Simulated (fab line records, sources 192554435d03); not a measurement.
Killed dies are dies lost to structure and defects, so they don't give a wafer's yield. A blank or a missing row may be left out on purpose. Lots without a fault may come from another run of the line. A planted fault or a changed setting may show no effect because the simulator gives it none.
fab line records | flow n5_finfet | part 1 of 2: steps 1 to 22 of 28
record lots=5 wafers=15 last_day=17
route steps=1938 shown MOL_CONTACT_COAG@588
lots that met no fault: from a run of the same line without faults
start_h: hours from the record's first day to the start of the lot's first wafer shown | wait_h: hours since the lot's step before | " the same as in the row above | L1.1+2: a row that stands for several wafers | - no value, or no start given | * or withheld: withheld | < > ~ a bound
route shown NAME@n: a module of which the file shows steps, and the number in the route of the first | usual: mean/standard deviation of fault-free wafers | same: alike in all rows | chamber/n: place in a boat | sites: the reading at each site | _std_site: their standard deviation | _edge_site: outer sites' mean less inner sites' | radius_mm: how far each site lies from the wafer's centre | mask NAME#n: copy n | behind: the tool/chamber that last shaped the wafer | hold: why the lot was held/for how many hours/how that ended | device: the transistor (n, p or np) that didn't switch | end of line: the same wafers' tests at the end of the route | a step without rows: its recipe alone | killed: dies lost to structure and defects at the first sort, not the wafer's yield | map: a wafer's dies, x killed, . not, _ none there
set.NAME: the setting as run; set.NAME@STEP: as run at that earlier step | model.NAME: the simulator's own value behind a step, which no gauge read
lots at some steps of the route; a table a step, a row a wafer
services: from which hour (start_h, from the record's first day; less than 0 if before it) a tool's chamber was out of use, for how many hours, and why
## steps
# step N5_MOL_CONTACT_COAG_ETCH_47
# recipe chemistry=CH3F/O2 target=SiNx target_depth_a=270 mask_material=SiO2 stop_on=W over_etch_frac=0.2 ion_energy_ev=120 endpoint=OES-CN pressure_mtorr=30 source_w=395 bias_w=73 Ar_flow_sccm=150 CH3F_flow_sccm=30 O2_flow_sccm=20 ends=end_point
# usual drypump_motor_current_A=5.47/0.22 etch_rf_on_time_s=31.2/0.42 oes_f_703_au=0.78/0.071 oes_product_au=0.70/0.065 rf_fwd_power_W=386.6/1.7 rf_vpp_V=298.7/2.4 showerhead_plenum_p_Torr=2.00/0.063 throttle_valve_pct=16.31/0.23
# columns lot.wafer tool chamber start_h wait_h drypump_motor_current_A etch_rf_on_time_s oes_f_703_au oes_product_au rf_fwd_power_W rf_hours_counter_h rf_vpp_V showerhead_plenum_p_Torr throttle_valve_pct
L076.1 rie_diel-03 1 113.15 0.0 5.47 31.0 0.93 0.83 385.5 16 301.2 2.04 15.87
L076.4 " 0 " " 5.47 31.4 0.75 0.67 385.6 143 298.6 2.01 16.30
L076.6 " 0 " " 5.47 31.3 0.75 0.67 385.8 - 297.1 2.01 16.30
L079.1 rie_diel-05 3 132.49 0.0 5.61 31.1 0.95 0.85 387.6 14 298.9 2.05 16.13
L079.2 " 1 " " 5.58 31.7 0.71 0.62 386.3 239 299.3 2.05 16.58
L079.4 " 2 " " 5.92 31.4 0.73 0.66 386.2 180 301.9 2.00 16.28
L081.1 rie_diel-06 2 142.83 0.0 5.27 30.8 0.73 0.66 386.6 180 300.8 1.99 16.16
L081.3 " 0 " " 5.55 31.4 0.74 0.67 383.8 169 295.8 1.91 16.52
L081.4 " 1 " " 5.90 30.9 0.81 0.73 388.0 74 299.5 2.03 15.92
L086.1 rie_diel-03 3 171.37 0.0 5.33 30.9 0.85 0.77 383.7 44 297.7 2.03 16.47
L086.3 " 0 " " 5.45 31.3 0.73 0.66 387.9 161 297.9 2.00 16.31
L086.5 " 1 " " 5.42 30.9 0.89 0.80 384.1 - 300.2 2.03 15.92
L088.3 rie_diel-05 0 181.63 0.0 5.10 31.7 0.75 0.66 386.3 169 295.0 2.07 16.65
L088.5 " 1 " " 5.51 31.1 0.99 0.88 387.1 - 300.9 2.05 16.15
L088.6 " 0 " " 5.10 31.3 0.75 0.66 385.2 - 296.4 2.07 16.64
# step N5_MOL_CONTACT_COAG_STRIP_119
# recipe chemistry=N2/H2 time_s=30 power_w=1000 temp_c=250 pressure_mtorr=withheld n2_flow_sccm=1750 h2_flow_sccm=3250
# usual drypump_motor_current_A=5.6/0.66 heater_power_w=323/47
# columns lot.wafer tool chamber start_h wait_h drypump_motor_current_A heater_power_w rf_hours_counter_h
L076.1 plasma_asher-01 0 113.24 0.1 5.8 283 46
L076.4 " 0 " " 5.8 288 -
L076.6 " 0 " " 5.8 293 -
L079.1 plasma_asher-01 0 132.58 0.1 5.8 279 49
L079.2 " 1 " " 4.7 333 49
L079.4 " 0 " " 5.8 284 -
L081.1 plasma_asher-02 0 142.91 0.1 6.1 268 97
L081.3 " 0 " " 6.1 275 -
L081.4 " 1 " " 6.5 412 -
L086.1 plasma_asher-01 1 171.46 0.1 4.7 345 58
L086.3 " 0 " " 5.8 281 -
L086.5 " 1 " " 4.8 338 -
L088.3 plasma_asher-01 0 181.74 0.1 5.8 288 -
L088.5 " 1 " " 4.7 339 -
L088.6 " 0 " " 5.8 285 -
# step N5_MOL_CONTACT_COAG_PRECLEAN_144
# recipe chemistry=alkaline_clean temp_c=60 time_s=60 do_ppb=50
# usual do_ppb=50.0/0.48
# columns lot.wafer tool chamber start_h wait_h do_ppb
L076.1 wet_bench-05 7 113.32 0.1 50.3
L076.4 " 1 " " 49.9
L076.6 " 4 " " 50.5
L079.1 wet_bench-05 0 132.67 0.1 50.2
L079.2 " 2 " " 49.8
L079.4 " 4 " " 50.2
L081.1 wet_bench-01 0 142.99 0.1 50.1
L081.3 " 2 " " 50.7
L081.4 " 1 " " 49.6
L086.1 wet_bench-01 1 171.71 0.2 49.2
L086.3 " 5 " " 50.4
L086.5 " 0 " " 49.2
L088.3 wet_bench-06 7 181.80 0.0 50.1
L088.5 " 6 " " 51.2
L088.6 " 3 " " 49.6
# step N5_MOL_CONTACT_COAG_SRD_145
# recipe dry=ipa_marangoni time_s=30 temp_c=23 rinse_liquid=diw
# columns lot.wafer tool chamber start_h wait_h
L076.1+4+6 wet_bench-05 7,1,4 113.34 0.0
L079.1+2+4 wet_bench-05 0,2,4 132.69 0.0
L081.1+3+4 wet_bench-01 0,2,1 143.01 0.0
L086.1+3+5 wet_bench-01 1,5,0 171.73 0.0
L088.3+5+6 wet_bench-06 7,6,3 181.82 0.0
# step N5_MOL_CONTACT_COAG_CD_MEAS_137
# recipe target_cd_nm=16
# usual cd_nm=15.98/0.28
# columns lot.wafer tool chamber start_h wait_h cd_nm
L076.1 cd_sem-03 - 113.38 0.0 15.94
L076.4 " - " " 16.33
L076.6 " - " " 15.75
L079.1 cd_sem-02 - 132.73 0.0 16.30
L079.2 " - " " 16.12
L079.4 " - " " 16.05
L081.1 cd_sem-02 - 143.05 0.0 15.89
L081.3 " - " " 15.63
L081.4 " - " " 15.69
L086.1 cd_sem-03 - 171.77 0.0 15.87
L086.3 " - " " 16.45
L086.5 " - " " 15.95
L088.3 cd_sem-01 - 181.87 0.0 16.05
L088.5 " - " " 15.84
L088.6 " - " " 15.54
# step N5_MOL_CONTACT_COAG_COAT_62
# recipe resist=SOC temp_c=250 time_s=60 spin_rpm=1500 resist_thk_nm=60
# columns lot.wafer tool chamber start_h wait_h
L076.1+4+6 litho_track-05 0 113.42 0.0
L079.1+2+4 litho_track-01 0 132.77 0.0
L081.1+3+4 litho_track-04 0 143.09 0.0
L086.1+3+5 litho_track-01 0 171.81 0.0
L088.3+5+6 litho_track-04 0 181.90 0.0
# step N5_MOL_CONTACT_COAG_COAT_63
# recipe resist=SiARC temp_c=220 time_s=60 spin_rpm=1500 resist_thk_nm=10
# columns lot.wafer tool chamber start_h wait_h
L076.1+4+6 litho_track-05 0 - -
L079.1+2+4 litho_track-01 0 - -
L081.1+3+4 litho_track-04 0 - -
L086.1+3+5 litho_track-01 0 - -
L088.3+5+6 litho_track-04 0 - -
# step N5_MOL_CONTACT_COAG_COAT_64
# recipe resist=underlayer temp_c=205 time_s=60 spin_rpm=1500 resist_thk_nm=10
# columns lot.wafer tool chamber start_h wait_h
L076.1+4+6 litho_track-05 0 - -
L079.1+2+4 litho_track-01 0 - -
L081.1+3+4 litho_track-04 0 - -
L086.1+3+5 litho_track-01 0 - -
L088.3+5+6 litho_track-04 0 - -
# step N5_MOL_CONTACT_COAG_COAT_34
# recipe resist=CAR-EUV spin_rpm=1500 resist_thk_nm=40
# columns lot.wafer tool chamber start_h wait_h
L076.1+4+6 litho_track-05 0 - -
L079.1+2+4 litho_track-01 0 - -
L081.1+3+4 litho_track-04 0 - -
L086.1+3+5 litho_track-01 0 - -
L088.3+5+6 litho_track-04 0 - -
# step N5_MOL_CONTACT_COAG_EBR_36
# recipe solvent=PGMEA ebr_width_mm=1.5
# columns lot.wafer tool chamber start_h wait_h
L076.1+4+6 litho_track-05 0 - -
L079.1+2+4 litho_track-01 0 - -
L081.1+3+4 litho_track-04 0 - -
L086.1+3+5 litho_track-01 0 - -
L088.3+5+6 litho_track-04 0 - -
# step N5_MOL_CONTACT_COAG_SOFTBAKE_35
# recipe temp_c=110 time_s=60 resist=CAR-EUV
# columns lot.wafer tool chamber start_h wait_h
L076.1+4+6 litho_track-05 0 - -
L079.1+2+4 litho_track-01 0 - -
L081.1+3+4 litho_track-04 0 - -
L086.1+3+5 litho_track-01 0 - -
L088.3+5+6 litho_track-04 0 - -
# step N5_MOL_CONTACT_COAG_EXPOSE_37
# recipe mask_id=VD na=0.33 source_shape=annular sigma_inner=0.3 sigma_outer=0.7 polarization=unpolarized defocus_nm=0 dose_mj=62
# same sigma_outer=0.7
# columns lot.wafer tool chamber start_h wait_h mask
L076.1+4+6 euv_scanner-02 0 113.55 - VD#0
L079.1+2+4 euv_scanner-02 0 132.90 - VD#0
L081.1+3+4 euv_scanner-02 0 143.23 - VD#0
L086.1+3+5 euv_scanner-01 0 171.94 - VD#0
L088.3+5+6 euv_scanner-01 0 182.06 - VD#0
# step N5_MOL_CONTACT_COAG_PEB_38
# recipe peb_temp_c=100 peb_time_s=60 resist=CAR-EUV
# columns lot.wafer tool chamber start_h wait_h
L076.1+4+6 litho_track-05 0 113.63 0.1
L079.1+2+4 litho_track-01 0 132.98 0.1
L081.1+3+4 litho_track-04 0 143.30 0.1
L086.1+3+5 litho_track-04 0 172.02 0.1
L088.3+5+6 litho_track-01 0 182.12 0.1
# step N5_MOL_CONTACT_COAG_DEVELOP_39
# recipe develop_time_s=30 developer=TMAH resist=CAR-EUV rinse_liquid=surfactant_rinse dry=air_spin dev_temp_c=23
# columns lot.wafer tool chamber start_h wait_h
L076.1+4+6 litho_track-05 0 - -
L079.1+2+4 litho_track-01 0 - -
L081.1+3+4 litho_track-04 0 - -
L086.1+3+5 litho_track-04 0 - -
L088.3+5+6 litho_track-01 0 - -
# step N5_MOL_CONTACT_COAG_CD_MEAS_40
# recipe target_cd_nm=25.1 landing_energy_ev=500 detector=se_inlens polarity=opening
# usual cd_nm=25.11/0.2
# columns lot.wafer tool chamber start_h wait_h cd_nm
L076.1 cd_sem-03 0 113.70 - 25.49
L076.4 " 0 " " 25.31
L076.6 " 0 " " 24.59
L079.1 cd_sem-02 0 133.05 - 24.99
L079.2 " 0 " " 25.27
L079.4 " 0 " " 25.21
L081.1 cd_sem-03 0 143.37 - 25.06
L081.3 " 0 " " 24.99
L081.4 " 0 " " 24.98
L086.1 cd_sem-02 0 172.09 - 24.94
L086.3 " 0 " " 24.74
L086.5 " 0 " " 25.02
L088.3 cd_sem-02 0 182.19 - 25.37
L088.5 " 0 " " 25.14
L088.6 " 0 " " 25.26
# step N5_MOL_CONTACT_COAG_OVL_MEAS_41
# recipe points_per_wafer=522
# usual VD_OVL=-0.2/0.65
# columns lot.wafer tool chamber start_h wait_h VD_OVL[nm]
L076.1 overlay-02 0 113.73 0.0 -0.2
L076.4 " 0 " " -0.8
L076.6 " 0 " " 0.0
L079.1 overlay-02 0 133.08 0.0 -0.6
L079.2 " 0 " " -0.4
L079.4 " 0 " " -0.2
L081.1 overlay-01 0 143.40 0.0 -0.6
L081.3 " 0 " " -0.7
L081.4 " 0 " " 0.4
L086.1 overlay-02 0 172.12 0.0 -0.1
L086.3 " 0 " " 0.3
L086.5 " 0 " " 0.5
L088.3 overlay-01 0 182.23 0.0 0.2
L088.5 " 0 " " 0.2
L088.6 " 0 " " -0.3
# step N5_MOL_CONTACT_COAG_INSPECT_42
# recipe mode=adi inspect_instrument=brightfield
# usual raw_defect_count=197/62
# columns lot.wafer tool chamber start_h wait_h raw_defect_count
L076.1 defect_inspect-02 - 113.80 0.1 238
L076.4 " - " " 173
L076.6 " - " " 204
L079.1 defect_inspect-02 - 133.14 0.1 131
L079.2 " - " " 313
L079.4 " - " " 203
L081.1 defect_inspect-01 - 143.46 0.1 297
L081.3 " - " " 280
L081.4 " - " " 264
L086.1 defect_inspect-01 - 172.30 0.2 242
L086.3 " - " " 234
L086.5 " - " " 324
L088.3 defect_inspect-02 - 182.27 0.0 258
L088.5 " - " " 357
L088.6 " - " " 230
# step N5_MOL_CONTACT_COAG_DESCUM_45
# recipe chemistry=O2 time_s=7 source_power_w=50 bias_power_w=20 pressure_mtorr=20 rf_frequency_hz=2.712e+07 temp_c=40 resist=CAR-EUV o2_flow_sccm=225
# usual drypump_motor_current_A=5.49/0.22 oes_product_au=0.79/0.071 rf_fwd_power_W=49.45/0.19 rf_vpp_V=243.0/1.3 showerhead_plenum_p_Torr=2.08/0.067 throttle_valve_pct=20.35/0.26
# columns lot.wafer tool chamber start_h wait_h drypump_motor_current_A oes_product_au rf_fwd_power_W rf_hours_counter_h rf_vpp_V showerhead_plenum_p_Torr throttle_valve_pct
L076.1 rie_diel-06 0 113.83 0.0 5.54 0.77 49.01 157 240.9 2.00 20.59
L076.4 " 0 " " 5.51 0.77 49.22 - 241.8 2.00 20.60
L076.6 " 2 " " 5.29 0.74 49.37 - 242.3 2.09 20.18
L079.1 rie_diel-06 0 133.23 0.1 5.52 0.77 49.21 165 240.3 2.00 20.60
L079.2 " 1 " " 5.89 0.82 49.57 69 242.9 2.11 19.88
L079.4 " 2 " " 5.25 0.74 49.56 176 242.8 2.09 20.18
L081.1 rie_diel-06 1 143.62 0.2 5.87 0.81 49.75 74 243.4 2.11 19.89
L081.3 " 2 " " 5.28 0.74 49.64 180 244.0 2.09 20.18
L081.4 " 3 " " 5.34 0.81 49.15 115 243.0 2.11 20.53
L086.1 rie_diel-06 3 172.33 0.0 5.36 0.80 49.42 124 243.0 2.11 20.56
L086.3 " 1 " " 5.88 0.81 49.58 84 244.2 2.11 19.92
L086.5 " 1 " " 5.87 0.81 49.47 - 242.3 2.11 19.93
L088.3 rie_diel-06 0 182.31 0.0 5.51 0.74 49.12 182 241.5 1.99 20.63
L088.5 " 1 " " 5.87 0.80 49.58 - 244.5 2.11 19.92
L088.6 " 2 " " 5.28 0.71 49.43 - 242.6 2.08 20.21
# step N5_MOL_CONTACT_COAG_ETCH_65
# recipe chemistry=N2/H2 target=underlayer target_depth_a=130 mask_material=CAR-EUV time_s=10.4 ion_energy_ev=200 pressure_mtorr=30 source_w=840 bias_w=150 n2_flow_sccm=200 h2_flow_sccm=200 ends=cleared
# usual drypump_motor_current_A=5.50/0.22 etch_rf_on_time_s=10.39/0.16 oes_product_au=0.67/0.061 rf_fwd_power_W=819.7/2.5 rf_vpp_V=523.6/2.5 showerhead_plenum_p_Torr=2.53/0.08 throttle_valve_pct=17.79/0.21
# columns lot.wafer tool chamber start_h wait_h drypump_motor_current_A etch_rf_on_time_s oes_product_au rf_fwd_power_W rf_hours_counter_h rf_vpp_V showerhead_plenum_p_Torr throttle_valve_pct
L076.1 rie_diel-06 0 113.87 0.0 5.53 10.34 0.66 822.6 157 521.0 2.43 17.97
L076.4 " 0 " " 5.53 10.38 0.65 818.7 - 521.9 2.43 17.95
L076.6 " 2 " " 5.25 10.16 0.64 819.7 - 523.8 2.54 17.62
L079.1 rie_diel-06 0 133.26 0.0 5.54 10.52 0.64 822.4 165 521.7 2.42 17.96
L079.2 " 1 " " 5.91 10.35 0.70 823.5 69 524.1 2.58 17.48
L079.4 " 2 " " 5.26 10.25 0.63 817.9 176 523.6 2.53 17.62
L081.1 rie_diel-06 1 143.65 0.0 5.86 10.19 0.70 821.3 74 524.9 2.57 17.50
L081.3 " 2 " " 5.27 10.28 0.62 819.4 180 524.0 2.53 17.62
L081.4 " 3 " " 5.31 10.24 0.70 819.5 115 525.2 2.56 17.99
L086.1 rie_diel-06 3 172.37 0.0 5.32 10.30 0.69 822.9 124 524.5 2.56 18.02
L086.3 " 1 " " 5.87 10.27 0.69 822.2 84 526.1 2.57 17.50
L086.5 " 1 " " 5.89 10.35 0.68 818.6 - 524.9 2.57 17.51
L088.3 rie_diel-06 0 182.34 0.0 5.56 10.55 0.63 817.0 182 519.9 2.42 17.99
L088.5 " 1 " " 5.85 10.30 0.69 819.6 - 524.8 2.57 17.52
L088.6 " 2 " " 5.27 10.36 0.62 817.6 - 524.3 2.52 17.65
# step N5_MOL_CONTACT_COAG_ETCH_66
# recipe chemistry=CF4 target=SiARC target_depth_a=130 mask_material=CAR-EUV time_s=21.7 ion_energy_ev=80 pressure_mtorr=40 source_w=545 bias_w=36 Ar_flow_sccm=100 cf4_flow_sccm=100 ends=cleared
# usual drypump_motor_current_A=5.49/0.22 etch_rf_on_time_s=21.7/0.3 oes_product_au=0.67/0.061 rf_fwd_power_W=531.7/1.7 rf_vpp_V=183.9/1.1 showerhead_plenum_p_Torr=2.13/0.063 throttle_valve_pct=15.55/0.22
# columns lot.wafer tool chamber start_h wait_h drypump_motor_current_A etch_rf_on_time_s oes_product_au rf_fwd_power_W rf_hours_counter_h rf_vpp_V showerhead_plenum_p_Torr throttle_valve_pct
L076.1 rie_diel-06 0 113.89 0.0 5.54 21.9 0.65 532.4 157 182.5 2.05 15.75
L076.4 " 0 " " 5.53 21.9 0.65 530.6 - 182.7 2.05 15.75
L076.6 " 2 " " 5.30 21.4 0.63 533.4 - 184.4 2.14 15.39
L079.1 rie_diel-06 0 133.28 0.0 5.55 21.8 0.64 530.1 165 182.9 2.05 15.75
L079.2 " 1 " " 5.84 21.5 0.70 533.4 69 184.6 2.18 15.18
L079.4 " 2 " " 5.25 21.7 0.62 534.9 176 183.7 2.14 15.42
L081.1 rie_diel-06 1 143.67 0.0 5.86 21.6 0.69 532.6 74 185.4 2.18 15.20
L081.3 " 2 " " 5.26 21.5 0.63 530.4 180 184.4 2.13 15.42
L081.4 " 3 " " 5.33 21.5 0.69 531.2 115 186.0 2.15 15.67
L086.1 rie_diel-06 3 172.39 0.0 5.34 21.8 0.68 531.5 124 183.5 2.15 15.69
L086.3 " 1 " " 5.86 21.6 0.68 530.0 84 183.0 2.17 15.22
L086.5 " 1 " " 5.85 21.6 0.69 533.7 - 184.9 2.17 15.20
L088.3 rie_diel-06 0 182.36 0.0 5.50 22.0 0.63 529.0 182 183.4 2.05 15.77
L088.5 " 1 " " 5.85 21.5 0.68 531.0 - 183.8 2.17 15.21
L088.6 " 2 " " 5.27 21.5 0.62 533.3 - 184.9 2.13 15.44
# step N5_MOL_CONTACT_COAG_ALD_133
# recipe material=SiO2 target_thk_a=50 temp_c=100 ald_precursor_family=BDEAS ald_co_reactant=O2-plasma pulse_time_s=1 co_reactant_pulse_time_s=1 purge_time_s=2 co_reactant_purge_time_s=2 ald_cycles=35 pressure_torr=2
# usual heater_power_outer_w=40/3.7 heater_power_w=79/6.8 precursor_pulse_height_rel=1.000/0.019
# columns lot.wafer tool chamber start_h wait_h heater_power_outer_w heater_power_w precursor_pulse_height_rel
L076.1 ald_sin-01 3 114.03 0.1 45 86 1.030
L076.4 " 2 " " 36 71 1.001
L076.6 " 1 " " 41 72 1.021
L079.1 ald_sin-03 3 133.68 0.4 42 83 1.001
L079.2 " 2 " " 46 86 0.989
L079.4 " 1 " " 43 82 0.988
L081.1 ald_sin-02 3 143.75 0.1 45 95 0.988
L081.3 " 2 " " 38 73 1.018
L081.4 " 0 " " 39 79 0.988
L086.1 ald_sin-01 3 172.64 0.2 45 87 0.986
L086.3 " 1 " " 40 72 0.977
L086.5 " 1 " " 40 74 0.975
L088.3 ald_sin-01 0 182.44 0.1 39 79 1.045
L088.5 " 0 " " 38 75 0.991
L088.6 " 1 " " 41 72 1.016
# step N5_MOL_CONTACT_COAG_ETCHBACK_134
# recipe chemistry=CHF3 target=SiO2 target_depth_a=100 time_s=6.7 ion_energy_ev=200 pressure_mtorr=30 source_w=610 bias_w=170 Ar_flow_sccm=200 CHF3_flow_sccm=50
# usual drypump_motor_current_A=5.49/0.21 oes_f_703_au=0.80/0.077 oes_product_au=0.80/0.08 rf_fwd_power_W=603.0/2.4 rf_vpp_V=525/4.2 showerhead_plenum_p_Torr=2.38/0.081 throttle_valve_pct=18.69/0.23
# columns lot.wafer tool chamber start_h wait_h drypump_motor_current_A oes_f_703_au oes_product_au rf_fwd_power_W rf_hours_counter_h rf_vpp_V showerhead_plenum_p_Torr throttle_valve_pct
L076.1 rie_diel-03 1 114.21 0.1 5.42 0.92 0.94 604.8 17 531 2.43 18.28
L076.4 " 0 " " 5.46 0.75 0.75 604.5 143 525 2.39 18.68
L076.6 " 0 " " 5.47 0.75 0.75 598.4 - 525 2.39 18.67
L079.1 rie_diel-03 3 133.86 0.1 5.27 0.88 0.89 603.7 33 526 2.42 18.89
L079.2 " 2 " " 5.60 0.76 0.77 602.4 129 519 2.20 18.75
L079.4 " 0 " " 5.44 0.74 0.75 602.8 150 527 2.39 18.68
L081.1 rie_diel-03 2 143.99 0.2 5.60 0.75 0.78 602.9 133 517 2.20 18.75
L081.3 " 1 " " 5.45 0.91 0.92 603.4 28 532 2.42 18.30
L081.4 " 0 " " 5.46 0.73 0.75 602.8 154 525 2.38 18.69
L086.1 rie_diel-03 1 172.97 0.2 5.44 0.88 0.88 604.2 38 531 2.42 18.30
L086.3 " 3 " " 5.31 0.86 0.86 603.3 45 527 2.41 18.90
L086.5 " 0 " " 5.46 0.72 0.74 604.1 - 524 2.38 18.71
L088.3 rie_diel-03 1 182.62 0.1 5.46 0.89 0.89 602.0 42 529 2.42 18.33
L088.5 " 3 " " 5.28 0.84 0.86 599.1 - 527 2.41 18.92
L088.6 " 0 " " 5.45 0.73 0.73 602.9 - 525 2.38 18.71
